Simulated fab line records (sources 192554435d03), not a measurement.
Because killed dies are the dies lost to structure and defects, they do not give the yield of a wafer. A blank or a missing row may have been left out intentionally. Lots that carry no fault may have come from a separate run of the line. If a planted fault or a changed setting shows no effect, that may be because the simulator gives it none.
fab line records :: flow n5_finfet
record:
  lots: 3
  wafers: 9
  last_day: 19
route steps=1938 shown MOL_CONTACT_COAG@520 BEOL_M4@1111
lots with no fault: from the same line, run without faults
start_h: start of the lot's first displayed wafer, in hours after the record's first day :: wait_h: hours since the lot's step before :: " same as the row above :: L1.1+2: a row that stands for several wafers :: - no value present, or no start provided :: * or withheld: withheld :: < > ~ a bound
route shown NAME@n: names a module that has steps shown in the file, with the first one's number in the route :: usual: the fault-free wafers' mean and standard deviation :: same: alike in all rows :: chamber/n: place in a boat :: sites: the reading at each site :: _std_site: the standard deviation of these :: _edge_site: outer sites' mean less inner sites' :: radius_mm: how far each site lies from the wafer's centre :: mask NAME#n: copy n :: behind: the tool/chamber that last shaped the wafer :: hold: the reason the lot was held/the length of the hold in hours/how it ended :: device: whichever transistor did not switch (one of n, p or np) :: end of line: the route-end tests of the same wafers :: for a step that has no rows: nothing shown but its recipe :: killed: the dies lost at the first sort to structure and to defects; this is not the yield of the wafer :: map: the dies of a wafer, with x for killed, . for not killed, _ for no die there
set.NAME: the run value of the setting; set.NAME@STEP: its run value at that earlier step :: model.NAME: the simulator's own value behind a step, which no gauge read
lots seen at some steps along the route; tables by step, rows by wafer
services: a tool's chamber out of use, with start hour (start_h, from the record's first day; less than 0 if before it), hours out, and reason
== steps ==
step: N5_MOL_CONTACT_COAG_COAT_02
recipe:
  resist: CAR-EUV
  spin_rpm: 1500
  resist_thk_nm: 30
step: N5_MOL_CONTACT_COAG_EBR_04
recipe:
  solvent: PGMEA
  ebr_width_mm: 1.5
step: N5_MOL_CONTACT_COAG_SOFTBAKE_03
recipe:
  temp_c: 110
  time_s: 60
  resist: CAR-EUV
step: N5_MOL_CONTACT_COAG_EXPOSE_05
recipe:
  mask_id: CA
  na: 0.33
  source_shape: annular
  sigma_inner: 0.4
  sigma_outer: 0.8
  polarization: unpolarized
  defocus_nm: 0
  dose_mj: 38.25
step: N5_MOL_CONTACT_COAG_PEB_06
recipe:
  peb_temp_c: 100
  peb_time_s: 60
  resist: CAR-EUV
step: N5_MOL_CONTACT_COAG_DEVELOP_07
recipe:
  develop_time_s: 30
  developer: TMAH
  resist: CAR-EUV
  rinse_liquid: surfactant_rinse
  dry: air_spin
  dev_temp_c: 23
step: N5_MOL_CONTACT_COAG_DESCUM_13
recipe:
  chemistry: O2
  time_s: 7
  source_power_w: 50
  bias_power_w: 20
  pressure_mtorr: 20
  rf_frequency_hz: 2.712e+07
  temp_c: 40
  resist: CAR-EUV
  o2_flow_sccm: 225
step: N5_MOL_CONTACT_COAG_ETCH_59
recipe:
  chemistry: N2/H2
  target: underlayer
  target_depth_a: 130
  mask_material: CAR-EUV
  time_s: 10.4
  ion_energy_ev: 200
  pressure_mtorr: 30
  source_w: 840
  bias_w: 150
  n2_flow_sccm: 200
  h2_flow_sccm: 200
  ends: cleared
step: N5_MOL_CONTACT_COAG_ETCH_105
recipe:
  chemistry: CF4
  target: SiARC
  target_depth_a: 156
  mask_material: CAR-EUV
  time_s: 26
  ion_energy_ev: 80
  pressure_mtorr: 40
  source_w: 545
  bias_w: 36
  Ar_flow_sccm: 100
  cf4_flow_sccm: 100
  ends: cleared
step: N5_MOL_CONTACT_COAG_ETCH_106
recipe:
  chemistry: N2/H2
  target: SOC
  target_depth_a: 800
  overetch_a: 160
  mask_material: SiARC
  temp_c: 40
  time_s: 120
  ion_energy_ev: 200
  pressure_mtorr: 30
  source_w: 840
  bias_w: 150
  n2_flow_sccm: 200
  h2_flow_sccm: 200
usual:
  drypump_motor_current_A: 5.8/0.53
  n2_flow_sccm: 200.0/0.55
  oes_product_au: 0.71/0.07
  rf_vpp_V: 525.3/2.5
  showerhead_plenum_p_Torr: 2.59/0.085
  throttle_valve_pct: 17.79/0.21
lot.wafer: L140.1
tool: rie_diel-05
chamber: 1
start_h: 130.46
wait_h: 0.0
drypump_motor_current_A: 4.9
n2_flow_sccm: 200.4
oes_product_au: 0.80
rf_hours_counter_h: 31
rf_vpp_V: 521.8
showerhead_plenum_p_Torr: 2.48
throttle_valve_pct: 17.44
model.SiARC_of_MOL_CONTACT_COAG_COAT_104.thk_nm: 6.4
model.MOL_CONTACT_COAG.cd_offset_nm: -0.2

lot.wafer: L140.4
tool: rie_diel-05
chamber: 2
start_h: 130.46
wait_h: 0.0
drypump_motor_current_A: 5.9
n2_flow_sccm: 201.2
oes_product_au: 0.65
rf_hours_counter_h: 210
rf_vpp_V: 526.3
showerhead_plenum_p_Torr: 2.62
throttle_valve_pct: 17.60
model.SiARC_of_MOL_CONTACT_COAG_COAT_104.thk_nm: 6.4
model.MOL_CONTACT_COAG.cd_offset_nm: 0

lot.wafer: L140.6
tool: rie_diel-05
chamber: 2
start_h: 130.46
wait_h: 0.0
drypump_motor_current_A: 5.9
n2_flow_sccm: 199.1
oes_product_au: 0.64
rf_hours_counter_h: -
rf_vpp_V: 525.4
showerhead_plenum_p_Torr: 2.62
throttle_valve_pct: 17.59
model.SiARC_of_MOL_CONTACT_COAG_COAT_104.thk_nm: 6.4
model.MOL_CONTACT_COAG.cd_offset_nm: 0

lot.wafer: L149.2
tool: rie_diel-05
chamber: 0
start_h: 184.34
wait_h: 0.0
drypump_motor_current_A: 5.7
n2_flow_sccm: 200.6
oes_product_au: 0.66
rf_hours_counter_h: 132
rf_vpp_V: 528.3
showerhead_plenum_p_Torr: 2.67
throttle_valve_pct: 18.06
model.SiARC_of_MOL_CONTACT_COAG_COAT_104.thk_nm: 2.8
model.MOL_CONTACT_COAG.cd_offset_nm: 1.8

lot.wafer: L149.4
tool: rie_diel-05
chamber: 2
start_h: 184.34
wait_h: 0.0
drypump_motor_current_A: 6.0
n2_flow_sccm: 199.8
oes_product_au: 0.63
rf_hours_counter_h: 228
rf_vpp_V: 526.2
showerhead_plenum_p_Torr: 2.61
throttle_valve_pct: 17.63
model.SiARC_of_MOL_CONTACT_COAG_COAT_104.thk_nm: 6.4
model.MOL_CONTACT_COAG.cd_offset_nm: 0.2

lot.wafer: L149.5
tool: rie_diel-05
chamber: 1
start_h: 184.34
wait_h: 0.0
drypump_motor_current_A: 4.9
n2_flow_sccm: 201.1
oes_product_au: 0.77
rf_hours_counter_h: -
rf_vpp_V: 521.7
showerhead_plenum_p_Torr: 2.47
throttle_valve_pct: 17.46
model.SiARC_of_MOL_CONTACT_COAG_COAT_104.thk_nm: 6.4
model.MOL_CONTACT_COAG.cd_offset_nm: -0.2

lot.wafer: L155.2
tool: rie_diel-02
chamber: 3
start_h: 223.43
wait_h: 0.0
drypump_motor_current_A: 5.8
n2_flow_sccm: 199.7
oes_product_au: 0.73
rf_hours_counter_h: 107
rf_vpp_V: 527.5
showerhead_plenum_p_Torr: 2.67
throttle_valve_pct: 18.03
model.SiARC_of_MOL_CONTACT_COAG_COAT_104.thk_nm: 6.2
model.MOL_CONTACT_COAG.cd_offset_nm: 0.2

lot.wafer: L155.5
tool: rie_diel-02
chamber: 1
start_h: 223.43
wait_h: 0.0
drypump_motor_current_A: 5.0
n2_flow_sccm: 200.4
oes_product_au: 0.76
rf_hours_counter_h: -
rf_vpp_V: 522.7
showerhead_plenum_p_Torr: 2.49
throttle_valve_pct: 17.83
model.SiARC_of_MOL_CONTACT_COAG_COAT_104.thk_nm: 6.4
model.MOL_CONTACT_COAG.cd_offset_nm: 0

lot.wafer: L155.6
tool: rie_diel-02
chamber: 2
start_h: 223.43
wait_h: 0.0
drypump_motor_current_A: 6.1
n2_flow_sccm: 200.5
oes_product_au: 0.84
rf_hours_counter_h: -
rf_vpp_V: 528.8
showerhead_plenum_p_Torr: 2.71
throttle_valve_pct: 17.70
model.SiARC_of_MOL_CONTACT_COAG_COAT_104.thk_nm: 6.4
model.MOL_CONTACT_COAG.cd_offset_nm: 0.2
step: N5_MOL_CONTACT_COAG_STRIP_107
recipe:
  chemistry: N2/H2
  temp_c: 40
  n2_flow_sccm: 200
  h2_flow_sccm: 200
  rf_frequency_hz: 6e+07
step: N5_MOL_CONTACT_COAG_STRIP_108
recipe:
  chemistry: N2/H2
  temp_c: 40
  n2_flow_sccm: 200
  h2_flow_sccm: 200
  rf_frequency_hz: 6e+07
step: N5_MOL_CONTACT_COAG_CONTACT_ETCH_14
recipe:
  chemistry: C4F6/O2
  target: SiO2
  target_depth_a: 275
  overetch_a: 85
  mask_material: SOC
  pressure_mtorr: 30
  source_w: 370
  bias_w: 185
  Ar_flow_sccm: 300
  C4F6_flow_sccm: 16
  O2_flow_sccm: 10
  time_s: 20
  ion_energy_ev: 259.6
step: N5_MOL_CONTACT_COAG_STRIP_109
recipe:
  chemistry: C4F6/O2
  resist: SiARC
  rf_frequency_hz: 6e+07
step: N5_MOL_CONTACT_COAG_ETCH_15
recipe:
  chemistry: CH3F/O2
  target: SiNx
  target_depth_a: 70
  mask_material: SOC
  stop_on: Si:P
  over_etch_frac: 0.75
  ion_energy_ev: 120
  pressure_mtorr: 30
  source_w: 395
  bias_w: 73
  Ar_flow_sccm: 150
  CH3F_flow_sccm: 30
  O2_flow_sccm: 20
step: N5_MOL_CONTACT_COAG_ETCH_110
recipe:
  chemistry: CF4/O2
  target: Si
  target_depth_a: 25
  time_s: 8
  pressure_mtorr: 100
  source_w: 200
  bias_w: 12
  ion_energy_ev: 60
  Ar_flow_sccm: 100
  cf4_flow_sccm: 100
  O2_flow_sccm: 10
usual:
  drypump_motor_current_A: 5.8/0.53
  oes_product_au: 0.79/0.078
  rf_vpp_V: 128.2/1.8
  showerhead_plenum_p_Torr: 2.27/0.07
  throttle_valve_pct: 10.73/0.21
lot.wafer: L140.1
tool: rie_diel-05
chamber: 1
start_h: 130.66
wait_h: 0.0
drypump_motor_current_A: 4.9
oes_product_au: 0.90
rf_hours_counter_h: 31
rf_vpp_V: 126.9
showerhead_plenum_p_Torr: 2.18
throttle_valve_pct: 10.39
model.MOL_CONTACT_COAG.cd_offset_nm: 0

lot.wafer: L140.4
tool: rie_diel-05
chamber: 2
start_h: 130.66
wait_h: 0.0
drypump_motor_current_A: 5.9
oes_product_au: 0.71
rf_hours_counter_h: 210
rf_vpp_V: 129.1
showerhead_plenum_p_Torr: 2.29
throttle_valve_pct: 10.74
model.MOL_CONTACT_COAG.cd_offset_nm: 0

lot.wafer: L140.6
tool: rie_diel-05
chamber: 2
start_h: 130.66
wait_h: 0.0
drypump_motor_current_A: 5.9
oes_product_au: 0.71
rf_hours_counter_h: -
rf_vpp_V: 128.7
showerhead_plenum_p_Torr: 2.29
throttle_valve_pct: 10.75
model.MOL_CONTACT_COAG.cd_offset_nm: -0.2

lot.wafer: L149.2
tool: rie_diel-05
chamber: 0
start_h: 184.54
wait_h: 0.0
drypump_motor_current_A: 5.6
oes_product_au: 0.74
rf_hours_counter_h: 132
rf_vpp_V: 129.0
showerhead_plenum_p_Torr: 2.32
throttle_valve_pct: 10.87
model.MOL_CONTACT_COAG.cd_offset_nm: 1.8

lot.wafer: L149.4
tool: rie_diel-05
chamber: 2
start_h: 184.54
wait_h: 0.0
drypump_motor_current_A: 6.0
oes_product_au: 0.70
rf_hours_counter_h: 228
rf_vpp_V: 126.8
showerhead_plenum_p_Torr: 2.29
throttle_valve_pct: 10.78
model.MOL_CONTACT_COAG.cd_offset_nm: 0

lot.wafer: L149.5
tool: rie_diel-05
chamber: 1
start_h: 184.54
wait_h: 0.0
drypump_motor_current_A: 4.9
oes_product_au: 0.88
rf_hours_counter_h: -
rf_vpp_V: 126.2
showerhead_plenum_p_Torr: 2.17
throttle_valve_pct: 10.44
model.MOL_CONTACT_COAG.cd_offset_nm: 0

lot.wafer: L155.2
tool: rie_diel-02
chamber: 3
start_h: 223.63
wait_h: 0.0
drypump_motor_current_A: 5.8
oes_product_au: 0.82
rf_hours_counter_h: 107
rf_vpp_V: 128.8
showerhead_plenum_p_Torr: 2.33
throttle_valve_pct: 10.85
model.MOL_CONTACT_COAG.cd_offset_nm: 0.4

lot.wafer: L155.5
tool: rie_diel-02
chamber: 1
start_h: 223.63
wait_h: 0.0
drypump_motor_current_A: 5.0
oes_product_au: 0.85
rf_hours_counter_h: -
rf_vpp_V: 126.8
showerhead_plenum_p_Torr: 2.17
throttle_valve_pct: 10.54
model.MOL_CONTACT_COAG.cd_offset_nm: 0

lot.wafer: L155.6
tool: rie_diel-02
chamber: 2
start_h: 223.63
wait_h: 0.0
drypump_motor_current_A: 6.1
oes_product_au: 0.93
rf_hours_counter_h: -
rf_vpp_V: 128.7
showerhead_plenum_p_Torr: 2.36
throttle_valve_pct: 10.50
model.MOL_CONTACT_COAG.cd_offset_nm: 0.2
step: N5_MOL_CONTACT_COAG_STRIP_98
recipe:
  chemistry: N2/H2
  power_w: 500
  temp_c: 40
  pressure_mtorr: 50
  rf_frequency_hz: 6e+07
  overash_fraction: 0.3
  bias_power_w: 8
  h2_frac: 0.5
  n2_flow_sccm: 300
  h2_flow_sccm: 300
step: N5_MOL_CONTACT_COAG_CD_MEAS_99
recipe:
  target_cd_nm: 17.2
  polarity: opening
usual:
  cd_nm: 17.2/0.35
lot.wafer: L140.1
tool: cd_sem-01
chamber: -
start_h: 130.78
wait_h: -
cd_nm: 17.4

lot.wafer: L140.4
tool: cd_sem-01
chamber: -
start_h: 130.78
wait_h: -
cd_nm: 17.3

lot.wafer: L140.6
tool: cd_sem-01
chamber: -
start_h: 130.78
wait_h: -
cd_nm: 17.1

lot.wafer: L149.2
tool: cd_sem-01
chamber: -
start_h: 184.66
wait_h: -
cd_nm: 18.9

lot.wafer: L149.4
tool: cd_sem-01
chamber: -
start_h: 184.66
wait_h: -
cd_nm: 17.3

lot.wafer: L149.5
tool: cd_sem-01
chamber: -
start_h: 184.66
wait_h: -
cd_nm: 17.2

lot.wafer: L155.2
tool: cd_sem-03
chamber: -
start_h: 223.75
wait_h: -
cd_nm: 17.6

lot.wafer: L155.5
tool: cd_sem-03
chamber: -
start_h: 223.75
wait_h: -
cd_nm: 17.0

lot.wafer: L155.6
tool: cd_sem-03
chamber: -
start_h: 223.75
wait_h: -
cd_nm: 17.5
step: N5_MOL_CONTACT_COAG_IMPLANT_129
recipe:
  species: Ge
  energy_kev: 3
  dose_cm2: 6e+14
  tilt_deg: 0
  rotation_deg: 0
step: N5_MOL_CONTACT_COAG_PRECLEAN_111
recipe:
  chemistry: NF3:NH3
  afs_cycles: 1
  temp_c: 30
  time_s: 20
  sublimation_temp_c: 180
  sublimation_time_s: 60
  pressure_torr: 3
  rf_power_w: 30
step: N5_MOL_CONTACT_COAG_TI_SIL_19
recipe:
  material: Ti
  target_thk_a: 42
  temp_c: 200
  chamber_pressure_pa: 5
  power_w: 5000
  time_s: 15
step: N5_MOL_CONTACT_COAG_ALD_20
recipe:
  material: TiN
  target_thk_a: 15
  temp_c: 400
  ald_precursor_family: TiCl4
  ald_co_reactant: NH3
  pulse_time_s: 1
  purge_time_s: 3
  co_reactant_purge_time_s: 2
  co_reactant_pulse_time_s: 2
  ald_cycles: 68
  pressure_torr: 3
step: N5_MOL_CONTACT_COAG_SIL_ANNEAL_21
recipe:
  temp_c: 550
  time_s: 60
  ambient: N2
step: N5_MOL_CONTACT_COAG_PRE_CLEAN_141
recipe:
  gas: H2/He
  time_s: 60
  temp_c: 300
step: N5_MOL_CONTACT_COAG_SPUTTER_143
recipe:
  material: Co
  target_thk_a: 25
  temp_c: 25
  chamber_pressure_pa: 0.2
step: N5_MOL_CONTACT_COAG_CO_FILL_22
recipe:
  material: Co
  target_thk_a: 200
  temp_c: 200
  precursor: CCTBA/H2
  pressure_torr: 30
step: N5_MOL_CONTACT_COAG_ANNEAL_113
recipe:
  temp_c: 400
  time_s: 300
  ambient: H2/N2
step: N5_MOL_CONTACT_COAG_PRE_CLEAN_142
recipe:
  gas: H2/He
  time_s: 60
  temp_c: 300
step: N5_MOL_CONTACT_COAG_SPUTTER_130
recipe:
  material: Co
  target_thk_a: 475
  temp_c: 25
  chamber_pressure_pa: 0.5
  power_w: 3000
step: N5_MOL_CONTACT_COAG_PRECLEAN_125
recipe:
  chemistry: DIW
  time_s: 57.5
  temp_c: 23
step: N5_MOL_CONTACT_COAG_SRD_126
recipe:
  dry_time_s: 32
  dry: n2_spin
  spin_rpm: 1500
step: N5_MOL_CONTACT_COAG_CMP_23
recipe:
  stop_on: SiO2
  t_overpolish_s: 1.5
  post_cmp_clean: cu_alkaline
  down_force_psi: 2
  platen_rpm: 50.289
  pad_velocity_m_s: 1.0006
  target_thk_nm: 0
step: N5_MOL_CONTACT_COAG_WET_ETCH_26
recipe:
  target: Co
  target_depth_nm: 13
step: N5_MOL_CONTACT_COAG_WET_ETCH_116
recipe:
  chemistry: SC1-inhibited
  target_depth_nm: 4.6
  dry: ipa_marangoni
  rinse_time_s: 30
  rinse_temp_c: 23
step: N5_MOL_CONTACT_COAG_ALD_27
recipe:
  material: SiOC
  target_thk_a: 170
  temp_c: 400
  ald_precursor_family: carbosiloxane
  ald_co_reactant: H2-plasma
  pulse_time_s: 1.5
  time_s: 2720
  purge_time_s: 2
  co_reactant_purge_time_s: 2
  ald_cycles: 340
  pressure_torr: 2
step: N5_MOL_CONTACT_COAG_CMP_28
recipe:
  stop_on: SiNx
  t_overpolish_s: 0.85
  post_cmp_clean: alkaline_brush
  down_force_psi: 4.15
  platen_rpm: 51.8
  pad_velocity_m_s: 1.0307
  target_thk_nm: 14.522
step: N5_BEOL_M4_RC_MEAS_101
usual:
  DIBL_N: 36.4/1.4
  DIBL_P: 36.4/1.5
  IOFF_N: 0.156/0.022
  IOFF_P: 0.210/0.023
  ION_N: 675/9.1
  ION_P: 463/5.7
  RC_DENSE_N: 18.9/0.39
  RC_DENSE_P: 23.6/0.48
  RC_N: 15.43/0.29
  RC_P: 19.3/0.36
  SS_N: 71.6/0.45
  SS_P: 73.3/0.56
  VT_N: 250/3.1
  VT_P: -250.3/2.3
lot.wafer: L140.1
tool: prober-02
chamber: 0
start_h: 234.37
wait_h: 0.0
DIBL_N[mV/V]: 37.4
DIBL_P[mV/V]: 37.3
IOFF_N[nA/um]: 0.156
IOFF_P[nA/um]: 0.211
ION_N[uA/um]: 669
ION_P[uA/um]: 464
RC_DENSE_N[ohm.um]: 19.3
RC_DENSE_P[ohm.um]: 24.1
RC_N[ohm.um]: 15.79
RC_P[ohm.um]: 19.5
SS_N[mV/dec]: 72.4
SS_P[mV/dec]: 73.7
VT_N[mV]: 249
VT_P[mV]: -252.6

lot.wafer: L140.4
tool: prober-02
chamber: 0
start_h: 234.37
wait_h: 0.0
DIBL_N[mV/V]: 38.2
DIBL_P[mV/V]: 37.2
IOFF_N[nA/um]: 0.164
IOFF_P[nA/um]: 0.203
ION_N[uA/um]: 678
ION_P[uA/um]: 456
RC_DENSE_N[ohm.um]: 19.0
RC_DENSE_P[ohm.um]: 23.3
RC_N[ohm.um]: 15.51
RC_P[ohm.um]: 19.2
SS_N[mV/dec]: 72.1
SS_P[mV/dec]: 73.3
VT_N[mV]: 251
VT_P[mV]: -254.0

lot.wafer: L140.6
tool: prober-02
chamber: 0
start_h: 234.37
wait_h: 0.0
DIBL_N[mV/V]: 37.3
DIBL_P[mV/V]: 37.2
IOFF_N[nA/um]: 0.151
IOFF_P[nA/um]: 0.194
ION_N[uA/um]: 664
ION_P[uA/um]: 451
RC_DENSE_N[ohm.um]: 19.2
RC_DENSE_P[ohm.um]: 23.7
RC_N[ohm.um]: 15.45
RC_P[ohm.um]: 19.0
SS_N[mV/dec]: 71.3
SS_P[mV/dec]: 73.2
VT_N[mV]: 251
VT_P[mV]: -254.2

lot.wafer: L149.2
tool: prober-01
chamber: 0
start_h: 289.78
wait_h: 0.2
DIBL_N[mV/V]: 38.1
DIBL_P[mV/V]: 38.4
IOFF_N[nA/um]: 0.167
IOFF_P[nA/um]: 0.220
ION_N[uA/um]: 681
ION_P[uA/um]: 464
RC_DENSE_N[ohm.um]: 16.9
RC_DENSE_P[ohm.um]: 20.6
RC_N[ohm.um]: 13.76
RC_P[ohm.um]: 17.2
SS_N[mV/dec]: 71.5
SS_P[mV/dec]: 73.4
VT_N[mV]: 249
VT_P[mV]: -250.6

lot.wafer: L149.4
tool: prober-01
chamber: 0
start_h: 289.78
wait_h: 0.2
DIBL_N[mV/V]: 38.1
DIBL_P[mV/V]: 39.1
IOFF_N[nA/um]: 0.174
IOFF_P[nA/um]: 0.231
ION_N[uA/um]: 682
ION_P[uA/um]: 470
RC_DENSE_N[ohm.um]: 18.9
RC_DENSE_P[ohm.um]: 23.5
RC_N[ohm.um]: 15.39
RC_P[ohm.um]: 19.3
SS_N[mV/dec]: 71.3
SS_P[mV/dec]: 73.8
VT_N[mV]: 251
VT_P[mV]: -248.8

lot.wafer: L149.5
tool: prober-01
chamber: 0
start_h: 289.78
wait_h: 0.2
DIBL_N[mV/V]: 38.7
DIBL_P[mV/V]: 39.1
IOFF_N[nA/um]: 0.185
IOFF_P[nA/um]: 0.227
ION_N[uA/um]: 684
ION_P[uA/um]: 466
RC_DENSE_N[ohm.um]: 19.3
RC_DENSE_P[ohm.um]: 24.0
RC_N[ohm.um]: 15.67
RC_P[ohm.um]: 19.4
SS_N[mV/dec]: 72.0
SS_P[mV/dec]: 72.6
VT_N[mV]: 248
VT_P[mV]: -251.4

lot.wafer: L155.2
tool: prober-02
chamber: 0
start_h: 327.85
wait_h: 0.2
DIBL_N[mV/V]: 36.4
DIBL_P[mV/V]: 37.5
IOFF_N[nA/um]: 0.167
IOFF_P[nA/um]: 0.238
ION_N[uA/um]: 683
ION_P[uA/um]: 474
RC_DENSE_N[ohm.um]: 18.5
RC_DENSE_P[ohm.um]: 22.8
RC_N[ohm.um]: 15.05
RC_P[ohm.um]: 18.9
SS_N[mV/dec]: 72.1
SS_P[mV/dec]: 73.0
VT_N[mV]: 249
VT_P[mV]: -248.2

lot.wafer: L155.5
tool: prober-02
chamber: 0
start_h: 327.85
wait_h: 0.2
DIBL_N[mV/V]: 36.3
DIBL_P[mV/V]: 37.1
IOFF_N[nA/um]: 0.158
IOFF_P[nA/um]: 0.233
ION_N[uA/um]: 688
ION_P[uA/um]: 475
RC_DENSE_N[ohm.um]: 19.1
RC_DENSE_P[ohm.um]: 23.7
RC_N[ohm.um]: 15.52
RC_P[ohm.um]: 19.2
SS_N[mV/dec]: 71.7
SS_P[mV/dec]: 72.9
VT_N[mV]: 250
VT_P[mV]: -246.6

lot.wafer: L155.6
tool: prober-02
chamber: 0
start_h: 327.85
wait_h: 0.2
DIBL_N[mV/V]: 37.8
DIBL_P[mV/V]: 37.9
IOFF_N[nA/um]: 0.193
IOFF_P[nA/um]: 0.260
ION_N[uA/um]: 685
ION_P[uA/um]: 473
RC_DENSE_N[ohm.um]: 18.7
RC_DENSE_P[ohm.um]: 23.3
RC_N[ohm.um]: 15.15
RC_P[ohm.um]: 19.0
SS_N[mV/dec]: 71.9
SS_P[mV/dec]: 73.3
VT_N[mV]: 245
VT_P[mV]: -248.3
== services ==
tool: rie_diel-02
chamber: 3
start_h: 127.94
hours: 2.0
kind: repair

tool: rie_diel-02
chamber: 2
start_h: 187.65
hours: -
kind: clean

tool: rie_diel-02
chamber: 2
start_h: 187.65
hours: -
kind: consumable_replace:focus_ring

tool: rie_diel-02
chamber: 2
start_h: 187.65
hours: -
kind: consumable_replace:showerhead

tool: rie_diel-02
chamber: 2
start_h: 187.65
hours: 18.9
kind: scheduled_down

tool: rie_diel-02
chamber: 2
start_h: 187.65
hours: 18.9
kind: vent_cycle

tool: rie_diel-05
chamber: 3
start_h: 191.40
hours: 1.4
kind: repair
== key ==
first_sign:
  step: N5_MOL_CONTACT_COAG_CD_MEAS_99
  reading: cd_nm
  direction: up
  sigmas: 4.7
  usual: 17.2
  struck: 18.9
effect:
  step: N5_BEOL_M4_RC_MEAS_101
  reading: RC_DENSE_P
  direction: down
  sigmas: 6.2
  usual: 23.6
  struck: 20.6
effect:
  step: N5_BEOL_M4_RC_MEAS_101
  reading: RC_N
  direction: down
  sigmas: 5.7
  usual: 15.43
  struck: 13.76
effect:
  step: N5_BEOL_M4_RC_MEAS_101
  reading: RC_P
  direction: down
  sigmas: 5.6
  usual: 19.3
  struck: 17.2
effect:
  step: N5_BEOL_M4_RC_MEAS_101
  reading: RC_DENSE_N
  direction: down
  sigmas: 5.4
  usual: 18.9
  struck: 16.9
model_effect:
  step: N5_MOL_CONTACT_COAG_ETCH_106
  value: SiARC_of_MOL_CONTACT_COAG_COAT_104.thk_nm
  without: 6.4
  struck: 2.8
model_effect:
  step: N5_MOL_CONTACT_COAG_ETCH_110
  value: MOL_CONTACT_COAG.cd_offset_nm
  without: 0.4
  struck: 1.8
met_at N5_MOL_CONTACT_COAG_ETCH_106
struck_wafers L149.2
onset_between 130.46 184.34
fault:
  kind: process_parameter_drift
  tool: rie_diel-05
  chamber: -
  onset_h: 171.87
  steps: N5_MOL_CONTACT_COAG_ETCH_106
  channel: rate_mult
  offset: 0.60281
  shape: step
  end_h: 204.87
  scope: struck_wafers_only
